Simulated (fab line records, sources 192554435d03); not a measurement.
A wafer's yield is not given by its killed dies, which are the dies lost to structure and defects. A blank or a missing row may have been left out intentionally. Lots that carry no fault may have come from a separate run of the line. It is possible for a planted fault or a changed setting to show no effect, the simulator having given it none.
Comparing a struck lot with a sound one / flow n5_finfet / 39 out of 1938 route steps
Sound: these wafers, L284.1, L284.2, L284.3. Struck: wafers L291.3, L291.5 (left out: L291.4, a lot-mate that was not struck); the cause follows at the end.
At each step with rows: each side's tool, then ch and its chambers, then its first start. Under that, the readings that differ: sound wafers / struck wafers / difference of the means / sigmas: that difference in standard deviations of wafers without a fault.
alike: readings whose means differ by less than 2 such deviations, and words and numbers that are the same on both sides. not compared: withheld readings, readings that some wafer has no value for, bounds like >300 that may hide the same value, and numbers for which the record gives no deviation and whose values overlap.
Wherever a step has rows on one side only, a row that says differs or no value, or a row with sigmas, the two part there. Non-overlapping numbers with no deviation appear without sigmas and do not part them. Lack of a reading on every wafer of one side parts them only where that side has two or more wafers.

first, 10 steps without rows for these wafers: N5_FIN_SAQP_PECVD_47 (deposits a-Si from SiH4/He, target thk 45 nm, time 36.3 s); N5_FIN_SAQP_PECVD_48 (deposits SiNx from SiH4/NH3/N2, target thk 25 nm, time 22.1 s); N5_FIN_SAQP_PECVD_06 (deposits a-Si from SiH4/He, target thk 60 nm, time 48.1 s); N5_FIN_SAQP_HM_DEP_72 (deposits SiO2 from SiH4/N2O, target thk 12 nm, time 7.2 s); N5_FIN_SAQP_COAT_49 (time 60 s, resist thk 100 nm); N5_FIN_SAQP_COAT_50 (time 60 s, resist thk 35 nm); N5_FIN_SAQP_COAT_10 (resist thk 90 nm); N5_FIN_SAQP_EBR_12; N5_FIN_SAQP_SOFTBAKE_11 (time 60 s); N5_FIN_SAQP_EXPOSE_13 (exposes mask FIN CORE, target cd 35.6 nm).
N5_FIN_SAQP_PEB_14: peb time 60 s.
  sound on litho_track-05 ch 0, day 2 10:13; struck on litho_track-05 ch 0, day 4 03:37
then, 1 step without rows for these wafers: N5_FIN_SAQP_DEVELOP_15 (develop time 30 s).
N5_FIN_SAQP_CD_MEAS_16: the cd target is 35.6 nm.
  sound on cd_sem-01 ch 0, day 2 10:17; struck on cd_sem-01 ch 0, day 4 03:41
reading=cd_nm (nm); sound=35.6 35.4 35.3; struck=41.8 41.6; difference=+6.3; sigmas=+20
then, 24 steps without rows for these wafers: N5_FIN_SAQP_DESCUM_21 (chemistry O2, time 7.9 s); N5_FIN_SAQP_ETCH_51 (etches SiARC in CF4, target depth 45.5 nm, time 75.8 s); N5_FIN_SAQP_ETCH_52 (etches SOC in N2/H2, target depth 100 nm, overetch 20 nm, time 150 s); N5_FIN_SAQP_STRIP_53 (strips in N2/H2); N5_FIN_SAQP_HM_OPEN_73 (chemistry CHF3/O2, target SiO2, stops on a-Si, target depth 12 nm, time 16.8 s); N5_FIN_SAQP_STRIP_74 (strips in CHF3/O2); N5_FIN_SAQP_MANDREL_ETCH_22 (etches a-Si in HBr/Cl2, stops on SiNx, target depth 60 nm, bt time 10 s, time 30 s); N5_FIN_SAQP_STRIP_55 (strips in N2/H2); N5_FIN_SAQP_STRIP_23 (strips in SPM, time 750 s); N5_FIN_SAQP_SRD_66 (time 30 s); N5_FIN_SAQP_RECESS_75 (chemistry HF/NH3, target SiO2, target depth 14.4 nm, afs cycles 3, sublimation time 60 s); N5_FIN_SAQP_SPACER1_ALD_24 (deposits SiO2, target thk 20.3 nm, pulse time 1 s, purge time 2 s); N5_FIN_SAQP_SPACER1_ETCHBACK_25 (etches SiO2 in CHF3/O2, target depth 24.4 nm, time 12.2 s); N5_FIN_SAQP_MANDREL1_REMOVE_56 (chemistry HBr/Cl2/O2, target a-Si, stops on SiNx, bt time 10 s); N5_FIN_SAQP_ETCH_57 (etches SiNx in CH3F/O2, target depth 32.5 nm, time 46.4 s); N5_FIN_SAQP_ETCH_65 (etches SiO2 in CF4, target depth 4 nm, time 4.4 s); N5_FIN_SAQP_MANDREL_ETCH_58 (etches a-Si in HBr/Cl2, stops on SiNx, target depth 45 nm, bt time 10 s, time 27 s); N5_FIN_SAQP_RECESS_63 (chemistry HF/NH3, target SiO2, target depth 18 nm, afs cycles 3, sublimation time 60 s); N5_FIN_SAQP_COAT_68 (time 60 s, resist thk 100 nm); N5_FIN_SAQP_ETCH_69 (etches SOC in N2/H2, stops on SiNx, target depth 150 nm); N5_FIN_SAQP_ETCH_67 (etches SiNx in CH3F/O2, target depth 30 nm); N5_FIN_SAQP_STRIP_70 (strips in N2/H2); N5_FIN_SAQP_RECESS_71 (chemistry HF/NH3, target SiO2, target depth 3 nm, afs cycles 1, sublimation time 60 s); N5_FIN_SAQP_SPACER2_ALD_28 (deposits SiO2, target thk 8.1 nm, pulse time 1 s, purge time 2 s).
-- here the record skips 6 days between the struck wafers' starts before and after, leaving off in module FIN_SAQP and picking up in module BEOL_M4 (first step shown: number 1111 of the route) --
N5_BEOL_M4_RC_MEAS_101:
  sound on prober-02 ch 0, day 8 11:58; struck on prober-01 ch 0, day 10 01:02
  alike: DIBL_N, DIBL_P, IOFF_N, IOFF_P, ION_N, ION_P, SS_N, SS_P, VT_N, VT_P
-- the record jumps here: 4 days lie between the struck wafers' starts before and after (it left off in module BEOL_M4 and takes up again in module PASSIVATION, whose first step shown is number 1936 of the route) --
N5_PASSIVATION_PROBE_49:
  sound: prober-01 at day 12 19:56; struck: prober-02 at day 14 06:01
reading=defect_limited_yield (%); sound=91.9 92.5 91.4; struck=54.3 65.5; difference=-32.0; sigmas=-23
reading=killed_at_front_end; sound=32 24 38; struck=457 346; difference=+370; sigmas=+31
reading=killed_dies; sound=96 88 102; struck=539 407; difference=+378; sigmas=+24
reading=sort_n_pass; sound=1084 1092 1078; struck=641 773; difference=-378; sigmas=-24
reading=sort_yield_pct (%); sound=91.9 92.5 91.4; struck=54.3 65.5; difference=-32.0; sigmas=-23
  alike: killed_at_M0_to_M3, killed_at_M4_up, killed_at_contacts, killed_at_other, killed_open, killed_short, sort_bin_5_function, sort_bin_6_memory

## WHERE THEY PART
First at N5_FIN_SAQP_CD_MEAS_16; last, within this record, at N5_PASSIVATION_PROBE_49.

WHY: the cause the simulator had injected
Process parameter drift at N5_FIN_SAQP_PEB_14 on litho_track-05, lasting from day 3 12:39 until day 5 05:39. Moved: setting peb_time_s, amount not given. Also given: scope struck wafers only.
